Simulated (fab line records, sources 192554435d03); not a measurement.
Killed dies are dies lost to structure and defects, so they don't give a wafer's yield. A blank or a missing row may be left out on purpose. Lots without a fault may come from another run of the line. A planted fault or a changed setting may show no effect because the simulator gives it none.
Split-lot experiment | flow n5_finfet | 7 lots, 39 wafers read, on a route of 1938 steps

THE SPLIT
At N5_BEOL_M2_DESCUM_16 (chemistry O2, time 7 s), the setting time_s was moved away from the recipe's 7 s on 12 of the 39 wafers read, by -16.3% to +41.8%. The other wafers ran this setting at the recipe's value.

The reading is taken at the split's own step.

THE READING
CAR-EUV_of_BEOL_M2_COAT_05.thk_nm (the simulator's own value, which no gauge read), in nm, at N5_BEOL_M2_DESCUM_16 (chemistry O2, time 7 s). The file gives no usual value for it. The 27 wafers here that ran the recipe average 26.1 nm, standard deviation 0.099 nm.

wafer  | tool, chamber at the split | time_s as run, s | against the recipe | CAR-EUV_of_BEOL_M2_COAT_05.thk_nm, nm | against lot-mates on the recipe
L074.1 | rie_diel-01, 1,3,0,2,0,3   | 7                | recipe             | 26.2                                  | -
L074.2 | rie_diel-01, 1,3,0,2,0,3   | 7                | recipe             | 26.2                                  | -
L074.3 | rie_diel-01, 1,3,0,2,0,3   | 7                | recipe             | 26.2                                  | -
L074.4 | rie_diel-01, 1,3,0,2,0,3   | 7                | recipe             | 26.2                                  | -
L074.5 | rie_diel-01, 1,3,0,2,0,3   | 7                | recipe             | 26.2                                  | -
L074.6 | rie_diel-01, 1,3,0,2,0,3   | 7                | recipe             | 26.2                                  | -
L079.1 | rie_diel-03, 1,0           | 7                | recipe             | 26.2                                  | -
L079.4 | rie_diel-03, 1,0           | 7                | recipe             | 26.2                                  | -
L079.2 | rie_diel-03, 2,3           | 9.544            | +36.3%             | 24.8                                  | -1.3
L079.3 | rie_diel-03, 2,3           | 9.544            | +36.3%             | 24.8                                  | -1.3
L079.5 | rie_diel-03, 0             | 7                | recipe             | 26                                    | -
L079.6 | rie_diel-03, 3             | 9.544            | +36.3%             | 25                                    | -1.1
L081.1 | rie_diel-04, 3             | 9.928            | +41.8%             | 24.8                                  | -1.2
L081.2 | rie_diel-04, 1,2           | 9.928            | +41.8%             | 24.6                                  | -1.4
L081.4 | rie_diel-04, 1,2           | 9.928            | +41.8%             | 24.6                                  | -1.4
L081.3 | rie_diel-04, 0,1,0         | 7                | recipe             | 26                                    | -
L081.5 | rie_diel-04, 0,1,0         | 7                | recipe             | 26                                    | -
L081.6 | rie_diel-04, 0,1,0         | 7                | recipe             | 26                                    | -
L082.1 | rie_diel-04, 3             | 9.658            | +38.0%             | 24.6                                  | -1.5
L082.2 | rie_diel-04, 2             | 9.658            | +38.0%             | 24.8                                  | -1.3
L082.3 | rie_diel-04, 0,2           | 7                | recipe             | 26                                    | -
L082.6 | rie_diel-04, 0,2           | 7                | recipe             | 26                                    | -
L082.4 | rie_diel-04, 1             | 7                | recipe             | 26.2                                  | -
L082.5 | rie_diel-04, 1             | 9.658            | +38.0%             | 25                                    | -1.1
L083.2 | rie_diel-01, 0,1           | 7                | recipe             | 26                                    | -
L083.3 | rie_diel-01, 0,1           | 7                | recipe             | 26                                    | -
L083.4 | rie_diel-01, 1             | 7                | recipe             | 26.2                                  | -
L093.1 | rie_diel-01, 3             | 5.862            | -16.3%             | 26.8                                  | +0.7
L093.2 | rie_diel-01, 0             | 7                | recipe             | 26                                    | -
L093.3 | rie_diel-01, 2,0           | 7                | recipe             | 26.2                                  | -
L093.5 | rie_diel-01, 2,0           | 7                | recipe             | 26.2                                  | -
L093.4 | rie_diel-01, 3,2           | 5.862            | -16.3%             | 26.6                                  | +0.5
L093.6 | rie_diel-01, 3,2           | 5.862            | -16.3%             | 26.6                                  | +0.5
L095.1 | rie_diel-03, 2,0,3,2,3,0   | 7                | recipe             | 26                                    | -
L095.2 | rie_diel-03, 2,0,3,2,3,0   | 7                | recipe             | 26                                    | -
L095.3 | rie_diel-03, 2,0,3,2,3,0   | 7                | recipe             | 26                                    | -
L095.4 | rie_diel-03, 2,0,3,2,3,0   | 7                | recipe             | 26                                    | -
L095.5 | rie_diel-03, 2,0,3,2,3,0   | 7                | recipe             | 26                                    | -
L095.6 | rie_diel-03, 2,0,3,2,3,0   | 7                | recipe             | 26                                    | -
Where a row lists several chambers, the file gives one row for several wafers and doesn't say which wafer went through which chamber.

THE FIT
A straight line over all 39 wafers: CAR-EUV_of_BEOL_M2_COAT_05.thk_nm changes by -0.034 nm for each +1% of time_s; r = -0.98; the points scatter about the line by 0.11 nm.
The same after taking each lot's own level away (the mean of its wafers on the recipe; 39 wafers): -0.0332 nm for each +1%; r = -0.99; scatter 0.088 nm.
On that fit, the largest move of time_s shifts the reading by 1.4 nm.
The lots' own levels span 26.00 to 26.20 nm, that is 2.0 times the standard deviation above.
So the lot-to-lot level changes the slope little: the two slopes agree.
Check: with one of the wafers moved furthest among these (+41.8%) left out of the fit, the line predicts -1.42 nm for it against its lot-mates. It came out at -1.2 nm against them.

OTHER SPLITS ON THESE WAFERS
These wafers also went through other splits before the reading. Each is held against what the fit with the lots' levels taken away leaves over:
other split on the same wafers          | wafers away from the commonest value | r with CAR-EUV_of_BEOL_M2_COAT_05.thk_nm (lot level and that fit taken away)
N5_ZERO_LAYER_DEVELOP_10 develop_time_s | 18                                   | +0.32
N5_FIN_SAQP_HM_DEP_72 time_s            | 15                                   | -0.08
N5_SD_EPI_N_ETCH_45 target_depth_a      | 18                                   | -0.04
N5_GATE_CUT_DESCUM_18 time_s            | 18                                   | -0.12

THE FILE'S OWN FIT
CAR-EUV_of_BEOL_M2_COAT_05.thk_nm changes by -0.0332 nm for each +1% of time_s, r = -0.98.
